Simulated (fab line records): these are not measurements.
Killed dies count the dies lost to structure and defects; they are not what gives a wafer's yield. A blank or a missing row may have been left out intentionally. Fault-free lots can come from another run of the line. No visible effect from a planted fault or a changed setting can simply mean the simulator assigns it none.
Which tool did it? | flow nand-harc | 13 lots with 39 wafers sampled at 5 steps, on a route of 1159 steps

## WHAT THE GAUGES READ, wafer by wafer
NHARC_THIN_TSV_CD_MEAS_16. Usual: cd-nm 998.3 nm, standard deviation 2.5.
lot  | measured     | on        | cd-nm (nm)           | flag
L602 | day 19 00:34 | cd-sem-02 | 997.0 996.9 996.5    |
L604 | day 19 01:37 | cd-sem-01 | 997.5 998.5 999.8    |
L606 | day 19 06:54 | cd-sem-03 | 998.3 998.3 996.6    |
L607 | day 19 23:15 | cd-sem-01 | 1004.2 1001.3 1000.8 |
L608 | day 20 19:07 | cd-sem-03 | 996.6 997.4 996.6    |
L611 | day 21 08:02 | cd-sem-01 | 1003.1 1000.3 999.5  |
L614 | day 21 23:18 | cd-sem-01 | 1002.2 999.8 1001.2  |
L613 | day 22 06:49 | cd-sem-03 | 996.4 1000.1 996.1   |
L615 | day 23 03:16 | cd-sem-03 | 997.6 996.8 997.0    |
L616 | day 23 02:06 | cd-sem-02 | 999.8 995.3 998.7    |
L620 | day 24 13:56 | cd-sem-02 | 997.0 996.4 997.1    |
L623 | day 24 09:02 | cd-sem-03 | 996.9 996.5 998.3    |
L624 | day 24 14:55 | cd-sem-02 | 1003.0 1005.6 1002.2 |

NHARC_THIN_TSV_CD_MEAS_37. Usual: cd-nm 4998 nm, standard deviation 4.1.
lot  | measured     | on        | cd-nm (nm)     | flag
L602 | day 19 07:01 | cd-sem-02 | 4995 4997 4998 |
L604 | day 19 08:11 | cd-sem-02 | 4997 4998 4996 |
L606 | day 19 13:24 | cd-sem-03 | 4996 4996 4998 |
L607 | day 20 06:19 | cd-sem-01 | 5009 5003 5005 |
L608 | day 21 01:52 | cd-sem-03 | 4995 4998 4998 |
L611 | day 21 14:26 | cd-sem-02 | 4999 5004 4997 |
L614 | day 22 06:22 | cd-sem-01 | 5004 5003 5005 |
L613 | day 22 13:11 | cd-sem-01 | 4995 5001 4994 |
L615 | day 23 10:23 | cd-sem-03 | 4994 4997 4994 |
L616 | day 23 08:36 | cd-sem-03 | 4995 4992 4995 |
L620 | day 24 20:34 | cd-sem-02 | 4994 4996 4994 |
L623 | day 24 15:32 | cd-sem-03 | 5000 4999 5000 |
L624 | day 24 22:02 | cd-sem-03 | 5005 5010 5003 |

NHARC_END_SORT_01. Usual: defect-limited-yield 95.4 %, standard deviation 1.8; killed-at-array 28, standard deviation 11; killed-at-other 0.7, standard deviation 0.88; killed-at-periphery 3.1, standard deviation 2.2; killed-dies 31, standard deviation 12; killed-open 3.3, standard deviation 2; killed-short 2.0, standard deviation 1.6; sort_bin_2_pct 1.5 %, standard deviation 0.73; sort_bin_3_pct 0.27 %, standard deviation 0.22; sort_bin_4_pct 2.9 %, standard deviation 1.1; sort-n-pass 646, standard deviation 12; sort-rim-yield-pct 93 %, standard deviation 3.9; sort-yield-pct 95.4 %, standard deviation 1.8.
lot  | measured     | on        | defect-limited-yield (%) | killed-at-array | killed-at-other | killed-at-periphery | killed-dies | killed-open | killed-short | sort_bin_2_pct (%) | sort_bin_3_pct (%) | sort_bin_4_pct (%) | sort-n-pass | sort-rim-yield-pct (%) | sort-yield-pct (%) | flag
L606 | day 20 10:55 | prober-01 | 96.9 96.8 96.0           | 16 18 24        | 1 0 0           | 4 4 3               | 21 22 27    | 5 5 3       | 1 2 1        | 1.0 0.7 0.3        | 0.15 0.30 0.30     | 1.9 2.2 3.4        | 656 655 650 | 97 95 95               | 96.9 96.8 96.0     |
L607 | day 20 19:28 | prober-01 | 81.7 96.9 81.4           | 15 20 14        | 2 0 1           | 107 1 111           | 124 21 126  | 6 2 3       | 1 1 0        | 6.4 1.0 6.9        | 6.06 0 6.20        | 5.9 2.1 5.5        | 553 656 551 | 92 95 95               | 81.7 96.9 81.4     | OFF
L608 | day 21 08:29 | prober-01 | 94.4 94.7 79.5           | 33 32 26        | 0 1 0           | 5 3 113             | 38 36 139   | 4 5 1       | 4 1 1        | 2.5 2.1 7.1        | 0.15 0.44 6.20     | 3.0 2.8 7.2        | 639 641 538 | 91 93 89               | 94.4 94.7 79.5     | OFF
L611 | day 22 02:26 | prober-02 | 77.3 94.8 93.8           | 42 33 40        | 1 1 0           | 111 1 2             | 154 35 42   | 5 1 3       | 1 1 0        | 8.1 1.6 2.7        | 6.35 0.44 0.30     | 8.3 3.1 3.2        | 523 642 635 | 90 93 89               | 77.3 94.8 93.8     | OFF
L614 | day 22 14:23 | prober-01 | 95.6 94.8 96.2           | 28 29 24        | 1 0 0           | 1 6 2               | 30 35 26    | 1 5 0       | 2 2 4        | 1.8 2.1 1.3        | 0.59 0.30 0        | 2.1 2.8 2.5        | 647 642 651 | 96 94 96               | 95.6 94.8 96.2     |
L613 | day 22 22:05 | prober-02 | 94.2 94.4 93.5           | 33 37 41        | 1 0 0           | 5 1 3               | 39 38 44    | 1 4 6       | 6 0 4        | 2.4 1.8 1.2        | 0.15 0.44 0.30     | 3.2 3.4 5.0        | 638 639 633 | 92 92 88               | 94.2 94.4 93.5     |
L615 | day 23 16:56 | prober-01 | 95.0 95.9 95.0           | 33 23 30        | 1 3 0           | 0 2 4               | 34 28 34    | 1 4 2       | 3 2 2        | 1.9 1.8 1.3        | 0 0.30 0.44        | 3.1 2.1 3.2        | 643 649 643 | 92 92 91               | 95.0 95.9 95.0     |
L616 | day 23 17:41 | prober-02 | 97.8 96.9 97.9           | 13 18 11        | 0 0 0           | 2 3 3               | 15 21 14    | 2 2 1       | 2 3 1        | 0.7 0.6 0.6        | 0.15 0.30 0.30     | 1.3 2.2 1.2        | 662 656 663 | 97 97 99               | 97.8 96.9 97.9     |

## WHICH TOOL RAN EACH LOT (tool, then ch and the chambers of the sampled wafers, then the start)
lot  | NHARC_P_M2_DEP_33               | NHARC_THIN_TSV_PRE_CLEAN_50
L602 | pecvd-02 ch 0,2, day 6 23:21    | pvd-sputter-03, day 19 07:01 or earlier
L604 | pecvd-01 ch 0,1,2, day 7 02:10  | pvd-sputter-02, day 19 08:11 or earlier
L606 | pecvd-03 ch 1,2, day 7 09:16    | pvd-sputter-01, day 19 13:24 or earlier
L607 | pecvd-03 ch 0,1, day 7 10:01    | pvd-sputter-02, day 20 06:19 or earlier
L608 | pecvd-03 ch 1,2, day 8 07:12    | pvd-sputter-02, day 21 01:52 or earlier
L611 | pecvd-03 ch 0,1,2, day 8 18:22  | pvd-sputter-03, day 21 14:26 or earlier
L614 | pecvd-02 ch 0,1,2, day 10 02:49 | pvd-sputter-02, day 22 06:22 or earlier
L613 | pecvd-02 ch 0,1,2, day 10 03:44 | pvd-sputter-03, day 22 13:11 or earlier
L615 | pecvd-02 ch 0,1, day 10 09:20   | pvd-sputter-01, day 23 10:23 or earlier
L616 | pecvd-01 ch 0,2, day 10 09:59   | pvd-sputter-02, day 23 08:36 or earlier
L620 | pecvd-03 ch 1,2, day 11 00:08   | pvd-sputter-03, day 24 20:34 or earlier
L623 | pecvd-03 ch 0,2, day 11 16:25   | pvd-sputter-03, day 24 15:32 or earlier
L624 | pecvd-02 ch 0,2, day 11 20:19   | pvd-sputter-03, day 24 22:02 or earlier
- NHARC_P_M2_DEP_33: deposits SiCN, target thk 30 nm.
- NHARC_THIN_TSV_PRE_CLEAN_50: time 30 s.

## WHAT THE TOOLS THEMSELVES READ (means of the sampled wafers that have a number; where no wafer has one, the mark that the record gives instead)
NHARC_P_M2_DEP_33. Usual: chamber-pressure-Torr 2.999 Torr, standard deviation 0.0067; heater-power-w 566 W, standard deviation 99.
lot  | tool     | chamber-pressure-Torr (Torr) | heater-power-w (W) | flag
L602 | pecvd-02 | 3.005                        | 605                |
L604 | pecvd-01 | 2.995                        | 545                |
L606 | pecvd-03 | 3.001                        | 586                |
L607 | pecvd-03 | 2.998                        | 675                |
L608 | pecvd-03 | 2.998                        | 528                |
L611 | pecvd-03 | 2.989                        | 577                |
L614 | pecvd-02 | 2.998                        | 593                |
L613 | pecvd-02 | 2.994                        | 605                |
L615 | pecvd-02 | 3.003                        | 562                |
L616 | pecvd-01 | 2.999                        | 514                |
L620 | pecvd-03 | 3.006                        | 559                |
L623 | pecvd-03 | 3.003                        | 493                |
L624 | pecvd-02 | 2.996                        | 630                |

NHARC_THIN_TSV_PRE_CLEAN_50. Usual: heater-power-w 412 W, standard deviation 42.
lot  | tool           | heater-power-w (W) | flag
L602 | pvd-sputter-03 | 414                |
L604 | pvd-sputter-02 | 394                |
L606 | pvd-sputter-01 | 426                |
L607 | pvd-sputter-02 | 399                |
L608 | pvd-sputter-02 | 398                |
L611 | pvd-sputter-03 | 400                |
L614 | pvd-sputter-02 | 411                |
L613 | pvd-sputter-03 | 416                |
L615 | pvd-sputter-01 | 423                |
L616 | pvd-sputter-02 | 431                |
L620 | pvd-sputter-03 | 436                |
L623 | pvd-sputter-03 | 403                |
L624 | pvd-sputter-03 | 425                |

## THE ANSWER, worked out from the rows above alone
Rule: a lot is off if the mean of its wafers that have a number lies more than 3 standard deviations from the usual mean. A lot without any number at a reading at which 4 lots or more have one is off too. The other lots that the step has rows for count as sound. The gauges are gone through in route order, then the tools' own readings, and for those a lot's mean is taken as printed above. At the first step where some lot is off, the reading lying furthest off is the one used; lots without a number count as furthest.
Off at NHARC_END_SORT_01 (killed-at-periphery): L607, L608, L611. Neither off nor sound, because the step has no rows for them: L602, L604, L620, L623, L624.
A tool fits if, at a process step before that reading, it ran every lot that is off, and no sound lot after the first of them. Those tools and the gauges at NHARC_END_SORT_01 are tried in the same way. NHARC_THIN_TSV_PRE_CLEAN_50 gives no start for some lots, so the hours and the order of its lots are those of NHARC_THIN_TSV_CD_MEAS_37. One candidate fits, namely pecvd-03 at NHARC_P_M2_DEP_33. Its last sound lot is L606 (day 7 09:16), its first lot that is off L607 (day 7 10:01): a fault that began between those two fits.

## WHAT THE SIMULATOR HAD PUT IN
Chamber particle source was pecvd-03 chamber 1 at NHARC_P_M2_DEP_33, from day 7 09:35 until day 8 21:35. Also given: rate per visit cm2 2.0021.
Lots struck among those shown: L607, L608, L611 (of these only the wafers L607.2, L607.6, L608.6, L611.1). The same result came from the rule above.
